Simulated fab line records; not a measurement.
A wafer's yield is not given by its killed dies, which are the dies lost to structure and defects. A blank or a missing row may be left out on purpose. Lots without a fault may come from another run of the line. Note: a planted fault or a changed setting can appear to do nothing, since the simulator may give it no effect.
Matching of chambers || flow n5 finfet || rie diel-06 running N5_DUMMY_GATE_STRIP_48: 4 sister chambers
The step strips in N2/H2, time 20 s. 27 wafers are shown with their chamber, then 12 later ones without.

## WAFERS PAIRED WITH THEIR CHAMBERS
{"wafer": "L074.2", "chamber": 1, "showerhead plenum p Torr (Torr)": 3.38, "drypump motor current A (A)": 6.6, "oes product au (a.u.)": 0.70}
{"wafer": "L074.3", "chamber": 3, "showerhead plenum p Torr (Torr)": 3.51, "drypump motor current A (A)": 5.6, "oes product au (a.u.)": 0.75}
{"wafer": "L074.5", "chamber": 0, "showerhead plenum p Torr (Torr)": 3.29, "drypump motor current A (A)": 5.2, "oes product au (a.u.)": 0.84}
{"wafer": "L076.1", "chamber": 3, "showerhead plenum p Torr (Torr)": 3.51, "drypump motor current A (A)": 5.7, "oes product au (a.u.)": 0.75}
{"wafer": "L076.3", "chamber": 1, "showerhead plenum p Torr (Torr)": 3.38, "drypump motor current A (A)": 6.6, "oes product au (a.u.)": 0.70}
{"wafer": "L076.6", "chamber": 3, "showerhead plenum p Torr (Torr)": 3.51, "drypump motor current A (A)": 5.7, "oes product au (a.u.)": 0.74}
{"wafer": "L077.1", "chamber": 0, "showerhead plenum p Torr (Torr)": 3.29, "drypump motor current A (A)": 5.2, "oes product au (a.u.)": 0.84}
{"wafer": "L077.4", "chamber": 1, "showerhead plenum p Torr (Torr)": 3.38, "drypump motor current A (A)": 6.5, "oes product au (a.u.)": 0.70}
{"wafer": "L077.5", "chamber": 3, "showerhead plenum p Torr (Torr)": 3.51, "drypump motor current A (A)": 5.6, "oes product au (a.u.)": 0.75}
{"wafer": "L078.1", "chamber": 2, "showerhead plenum p Torr (Torr)": 3.51, "drypump motor current A (A)": 5.6, "oes product au (a.u.)": 0.77}
{"wafer": "L078.3", "chamber": 3, "showerhead plenum p Torr (Torr)": 3.51, "drypump motor current A (A)": 5.7, "oes product au (a.u.)": 0.75}
{"wafer": "L078.5", "chamber": 2, "showerhead plenum p Torr (Torr)": 3.51, "drypump motor current A (A)": 5.7, "oes product au (a.u.)": 0.77}
{"wafer": "L079.1", "chamber": 2, "showerhead plenum p Torr (Torr)": 3.51, "drypump motor current A (A)": 5.7, "oes product au (a.u.)": 0.75}
{"wafer": "L079.4", "chamber": 3, "showerhead plenum p Torr (Torr)": 3.50, "drypump motor current A (A)": 5.7, "oes product au (a.u.)": 0.73}
{"wafer": "L079.6", "chamber": 1, "showerhead plenum p Torr (Torr)": 3.37, "drypump motor current A (A)": 6.6, "oes product au (a.u.)": 0.70}
{"wafer": "L080.2", "chamber": 1, "showerhead plenum p Torr (Torr)": 3.37, "drypump motor current A (A)": 6.5, "oes product au (a.u.)": 0.70}
{"wafer": "L080.5", "chamber": 2, "showerhead plenum p Torr (Torr)": 3.51, "drypump motor current A (A)": 5.6, "oes product au (a.u.)": 0.76}
{"wafer": "L080.6", "chamber": 1, "showerhead plenum p Torr (Torr)": 3.37, "drypump motor current A (A)": 6.5, "oes product au (a.u.)": 0.69}
{"wafer": "L081.1", "chamber": 2, "showerhead plenum p Torr (Torr)": 3.51, "drypump motor current A (A)": 5.7, "oes product au (a.u.)": 0.75}
{"wafer": "L081.3", "chamber": 0, "showerhead plenum p Torr (Torr)": 3.29, "drypump motor current A (A)": 5.2, "oes product au (a.u.)": 0.82}
{"wafer": "L081.6", "chamber": 0, "showerhead plenum p Torr (Torr)": 3.29, "drypump motor current A (A)": 5.1, "oes product au (a.u.)": 0.82}
{"wafer": "L085.1", "chamber": 1, "showerhead plenum p Torr (Torr)": 3.37, "drypump motor current A (A)": 6.6, "oes product au (a.u.)": 0.68}
{"wafer": "L085.4", "chamber": 2, "showerhead plenum p Torr (Torr)": 3.51, "drypump motor current A (A)": 5.6, "oes product au (a.u.)": 0.76}
{"wafer": "L085.5", "chamber": 0, "showerhead plenum p Torr (Torr)": 3.28, "drypump motor current A (A)": 5.2, "oes product au (a.u.)": 0.82}
{"wafer": "L090.4", "chamber": 2, "showerhead plenum p Torr (Torr)": 3.50, "drypump motor current A (A)": 5.7, "oes product au (a.u.)": 0.76}
{"wafer": "L090.5", "chamber": 1, "showerhead plenum p Torr (Torr)": 3.37, "drypump motor current A (A)": 6.6, "oes product au (a.u.)": 0.69}
{"wafer": "L090.6", "chamber": 2, "showerhead plenum p Torr (Torr)": 3.50, "drypump motor current A (A)": 5.7, "oes product au (a.u.)": 0.75}

SIGNATURES (means of the wafers above)
{"reading": "showerhead plenum p Torr", "chamber 0": 3.2880, "chamber 1": 3.3738, "chamber 2": 3.5075, "chamber 3": 3.5083, "scatter within a chamber": 0.00467}
{"reading": "drypump motor current A", "chamber 0": 5.180, "chamber 1": 6.562, "chamber 2": 5.662, "chamber 3": 5.667, "scatter within a chamber": 0.0506}
{"reading": "oes product au", "chamber 0": 0.8280, "chamber 1": 0.6950, "chamber 2": 0.7588, "chamber 3": 0.7450, "scatter within a chamber": 0.00864}
Rule: for a wafer and a chamber, the distance is found by dividing, reading by reading, the gap between the wafer's reading and the chamber's mean by the reading's scatter, squaring, summing and taking the root. If the next closest chamber is less than 2 further off than the closest, the wafer can't be placed; otherwise it belongs to the closest. The scatter: take each reading less its chamber's mean, square it, sum over the shown wafers, divide by the number of wafers less the number of chambers, and take the root.

## WAFERS WHOSE CHAMBER IS MISSING
{"wafer": "L091.1", "showerhead plenum p Torr (Torr)": 3.50, "drypump motor current A (A)": 5.6, "oes product au (a.u.)": 0.74}
{"wafer": "L091.2", "showerhead plenum p Torr (Torr)": 3.28, "drypump motor current A (A)": 5.2, "oes product au (a.u.)": 0.81}
{"wafer": "L091.4", "showerhead plenum p Torr (Torr)": 3.49, "drypump motor current A (A)": 5.7, "oes product au (a.u.)": 0.72}
{"wafer": "L095.1", "showerhead plenum p Torr (Torr)": 3.50, "drypump motor current A (A)": 5.6, "oes product au (a.u.)": 0.75}
{"wafer": "L095.3", "showerhead plenum p Torr (Torr)": 3.36, "drypump motor current A (A)": 6.5, "oes product au (a.u.)": 0.69}
{"wafer": "L095.5", "showerhead plenum p Torr (Torr)": 3.49, "drypump motor current A (A)": 5.7, "oes product au (a.u.)": 0.73}
{"wafer": "L096.1", "showerhead plenum p Torr (Torr)": 3.49, "drypump motor current A (A)": 5.7, "oes product au (a.u.)": 0.72}
{"wafer": "L096.5", "showerhead plenum p Torr (Torr)": 3.49, "drypump motor current A (A)": 5.6, "oes product au (a.u.)": 0.71}
{"wafer": "L096.6", "showerhead plenum p Torr (Torr)": 3.50, "drypump motor current A (A)": 5.7, "oes product au (a.u.)": 0.73}
{"wafer": "L097.1", "showerhead plenum p Torr (Torr)": 3.50, "drypump motor current A (A)": 5.6, "oes product au (a.u.)": 0.74}
{"wafer": "L097.3", "showerhead plenum p Torr (Torr)": 3.27, "drypump motor current A (A)": 5.2, "oes product au (a.u.)": 0.79}
{"wafer": "L097.5", "showerhead plenum p Torr (Torr)": 3.36, "drypump motor current A (A)": 6.6, "oes product au (a.u.)": 0.68}

## WHICH CHAMBER EACH ONE RAN IN
{"wafer": "L091.1", "from the rows above": "can't be placed: 3 or 2", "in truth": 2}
{"wafer": "L091.2", "from the rows above": 0, "in truth": 0}
{"wafer": "L091.4", "from the rows above": "can't be placed: 3 or 2", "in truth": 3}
{"wafer": "L095.1", "from the rows above": "can't be placed: 2 or 3", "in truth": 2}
{"wafer": "L095.3", "from the rows above": 1, "in truth": 1}
{"wafer": "L095.5", "from the rows above": "can't be placed: 3 or 2", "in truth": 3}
{"wafer": "L096.1", "from the rows above": "can't be placed: 3 or 2", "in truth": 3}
{"wafer": "L096.5", "from the rows above": "can't be placed: 3 or 2", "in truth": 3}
{"wafer": "L096.6", "from the rows above": "can't be placed: 3 or 2", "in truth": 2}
{"wafer": "L097.1", "from the rows above": "can't be placed: 3 or 2", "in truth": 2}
{"wafer": "L097.3", "from the rows above": 0, "in truth": 0}
{"wafer": "L097.5", "from the rows above": 1, "in truth": 1}
Correctly placed: 4 of 12. Can't be placed from these rows: 8 (the true chamber is among the candidates in 8). Wrongly placed: 0.
